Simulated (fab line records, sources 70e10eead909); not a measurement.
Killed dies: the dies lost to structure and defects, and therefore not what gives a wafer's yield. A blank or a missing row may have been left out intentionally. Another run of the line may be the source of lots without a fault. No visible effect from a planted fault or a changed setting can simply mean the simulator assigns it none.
Matching of chambers ; flow nandHarc ; NHARC_P_STI_CMP_21 on cmp-04: 4 sister chambers
The step polishes, t overpolish 20 s, target thk 380.67 nm. 4 wafers are shown with their chamber, then 9 later ones without.

== WAFERS, EACH WITH ITS CHAMBER ==
wafer;chamber;motorCurrentA (A)
L078.5;0;13.1
L084.6;2;10.3
L087.1;3;11.8
L087.5;1;12.5

== WAFERS WITH NO CHAMBER GIVEN ==
wafer;motorCurrentA (A)
L091.1;11.9
L091.3;12.3
L091.4;10.3
L095.1;13.0
L095.2;12.0
L095.4;10.3
L097.1;11.7
L097.5;11.9
L097.6;11.7

== CHAMBER TAKEN BY EACH ==
wafer;from the rows above;in truth
L091.1;3;3
L091.3;1;1
L091.4;2;2
L095.1;0;0
L095.2;3;3
L095.4;2;2
L097.1;3;3
L097.5;3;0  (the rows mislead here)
L097.6;3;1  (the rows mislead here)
Placed correctly: 7 of 9. From these rows, 0 cannot be placed. Wrongly placed: 2.
How it was worked out, from the rows above alone: a wafer's distance from a chamber is the root of the sum, over the readings, of the square of ((its reading less the chamber's mean) divided by the reading's scatter). If the next closest chamber is less than 2 further off than the closest, the wafer can't be placed; otherwise it belongs to the closest. Each chamber's mean is taken over the wafers shown for it. The scatter: with one shown wafer a chamber, the root of the mean of the squares of how far each hidden wafer lies from its nearest shown one.
